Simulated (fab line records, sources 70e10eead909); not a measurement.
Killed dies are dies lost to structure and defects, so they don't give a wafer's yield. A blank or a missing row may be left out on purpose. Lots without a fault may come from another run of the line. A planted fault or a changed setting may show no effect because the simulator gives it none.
Chamber matching | flow nand_harc | NHARC_A_STAIRCASE_DESCUM_443 on rie_diel-12: 4 sister chambers
The step chemistry O2, time 3 s. 4 wafers are shown with their chamber, then 8 later ones without.

WAFERS WITH THEIR CHAMBER
wafer  | chamber | showerhead_plenum_p_Torr (Torr)
L089.2 | 1       | 1.80
L089.3 | 0       | 1.92
L089.6 | 3       | 1.91
L091.1 | 2       | 2.04

WAFERS WITHOUT THEIR CHAMBER
wafer  | showerhead_plenum_p_Torr (Torr)
L091.4 | 1.91
L091.6 | 2.04
L090.3 | 1.92
L090.5 | 1.92
L090.6 | 1.91
L092.2 | 2.03
L092.3 | 1.91
L092.5 | 1.91

WHICH CHAMBER EACH WENT THROUGH
wafer  | from the rows above | in truth
L091.4 | 3                   | 3
L091.6 | 2                   | 2
L090.3 | 0                   | 0
L090.5 | 0                   | 0
L090.6 | 3                   | 3
L092.2 | 2                   | 2
L092.3 | 3                   | 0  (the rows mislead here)
L092.5 | 3                   | 3
Placed correctly: 7 of 8. Can't be placed from these rows: 0. Placed wrongly: 1.
How it was worked out, from the rows above alone: a wafer's distance from a chamber is the root of the sum, over the readings, of the square of ((its reading less the chamber's mean) divided by the reading's scatter). The wafer belongs to the nearest chamber; if the next one is less than 2 further off, it can't be placed. A chamber's mean is the mean of its shown wafers. The scatter: with one shown wafer a chamber, the root of the mean of the squares of how far each hidden wafer lies from its nearest shown one.
